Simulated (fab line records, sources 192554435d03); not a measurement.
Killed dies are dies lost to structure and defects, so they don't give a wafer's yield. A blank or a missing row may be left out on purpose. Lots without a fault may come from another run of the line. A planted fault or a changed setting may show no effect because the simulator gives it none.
A struck lot beside a sound one | flow n5_finfet | 18 steps out of a route of 1938
Sound: wafers L187.1, L187.3, L187.4. Struck: wafer L205.3. (L205.1, L205.6 of the same lot were not struck and are left out.) The cause comes at the end.
At each step with rows: each side's tool, then ch and its chambers, then its first start. Under that, the readings that differ: sound wafers | struck wafers | difference of the means | sigmas: that difference in standard deviations of wafers without a fault.
alike: readings whose means differ by less than 2 such deviations, and words and numbers that are the same on both sides. not compared: withheld readings, readings that some wafer has no value for, bounds like >300 that may hide the same value, and numbers for which the record gives no deviation and whose values overlap.
The two part at a step that has a row with sigmas, a row that says differs or no value, or rows on one side only. Numbers that don't overlap but have no deviation are shown without sigmas and don't part them. A reading that every wafer of one side lacks parts them only if that side has two wafers or more.

first, 6 steps without rows for these wafers: N5_BEOL_M5_COAT_22 (resist thk 30 nm); N5_BEOL_M5_EBR_24; N5_BEOL_M5_SOFTBAKE_23 (time 60 s); N5_BEOL_M5_EXPOSE_25 (exposes mask V4, defocus 10 nm); N5_BEOL_M5_PEB_26 (peb time 60 s); N5_BEOL_M5_DEVELOP_27 (develop time 30 s).
N5_BEOL_M5_CD_MEAS_28: target cd 30.6 nm, target cd y 20 nm.
  sound on cd_sem-02 ch 0, day 8 13:19; struck on cd_sem-03 ch 0, day 13 01:53
  alike: cd_nm
N5_BEOL_M5_OVL_MEAS_29:
  sound on overlay-02 ch 0, day 8 13:21; struck on overlay-02 ch 0, day 13 01:55
  alike: V4_OVL
N5_BEOL_M5_INSPECT_30: inspects for defects (brightfield).
  sound on defect_inspect-02, day 8 13:25; struck on defect_inspect-01, day 13 01:59
  alike: raw_defect_count
N5_BEOL_M5_DESCUM_33: chemistry O2, time 7 s.
  sound on rie_diel-03 ch 0,1,3, day 8 13:55; struck on rie_diel-03 ch 3, day 13 02:10
  reading                | sound      | struck | difference | sigmas
  rf_hours_counter_h (h) | 203 139 43 | 233    | +105       |
  alike: drypump_motor_current_A, o2_flow_sccm, oes_product_au, rf_vpp_V, showerhead_plenum_p_Torr, throttle_valve_pct
N5_BEOL_M5_ETCH_75: etches underlayer in N2/H2, target depth 6.5 nm, time 5.2 s.
  sound on rie_diel-03 ch 0,1,3, day 8 13:56; struck on rie_diel-03 ch 3, day 13 02:13
  reading                | sound      | struck | difference | sigmas
  rf_hours_counter_h (h) | 203 139 43 | 233    | +105       |
  alike: drypump_motor_current_A, etch_rf_on_time_s, oes_product_au, rf_vpp_V, showerhead_plenum_p_Torr, throttle_valve_pct
N5_BEOL_M5_ETCH_67: etches SiARC in CF4, target depth 15.6 nm, time 26 s.
  sound on rie_diel-03 ch 0,1,3, day 8 13:58; struck on rie_diel-03 ch 3, day 13 02:14
  reading                | sound      | struck | difference | sigmas
  rf_hours_counter_h (h) | 203 139 43 | 233    | +105       |
  alike: drypump_motor_current_A, etch_rf_on_time_s, oes_product_au, rf_vpp_V, showerhead_plenum_p_Torr, throttle_valve_pct
N5_BEOL_M5_ETCH_68: etches SOC in N2/H2, target depth 80 nm, overetch 16 nm, time 120 s.
  sound on rie_diel-03 ch 0,1,3, day 8 13:59; struck on rie_diel-03 ch 3, day 13 02:15
  reading                                    | sound       | struck | difference | sigmas
  rf_hours_counter_h (h)                     | 203 139 43  | 233    | +105       |
  model.SiARC_of_BEOL_M5_COAT_66.thk_nm (nm) | 6.4 6.4 6.4 | 3.8    | -2.6       |
  model.BEOL_M5.cd_nm (nm)                   | 28 28 28.6  | 29.4   | +1.2       |
  alike: drypump_motor_current_A, oes_product_au, rf_vpp_V, showerhead_plenum_p_Torr, throttle_valve_pct
then, 2 steps without rows for these wafers: N5_BEOL_M5_STRIP_69 (strips in N2/H2); N5_BEOL_M5_STRIP_76 (strips in N2/H2).
N5_BEOL_M5_VIA_ETCH_34: etches SiCOH lowk in C4F6/O2, target depth 88.3 nm, time 39.2 s.
  sound on rie_diel-03 ch 0,1,3, day 8 14:05; struck on rie_diel-03 ch 3, day 13 02:21
  reading                  | sound        | struck | difference | sigmas
  rf_hours_counter_h (h)   | 203 139 43   | 233    | +105       |
  model.BEOL_M5.cd_nm (nm) | 28 27.8 28.6 | 29.2   | +1.1       |
  alike: drypump_motor_current_A, oes_o_777_au, oes_product_au, rf_vpp_V, showerhead_plenum_p_Torr, throttle_valve_pct
then, 1 step without rows for these wafers: N5_BEOL_M5_STRIP_85 (strips in C4F6/O2).
N5_PASSIVATION_PROBE_49:
  the record has rows for the sound wafers here (prober-02, day 12 19:17) and none for the struck ones

WHERE THEY PART
Only at N5_PASSIVATION_PROBE_49, within this record.

WHY: what the simulator had put in
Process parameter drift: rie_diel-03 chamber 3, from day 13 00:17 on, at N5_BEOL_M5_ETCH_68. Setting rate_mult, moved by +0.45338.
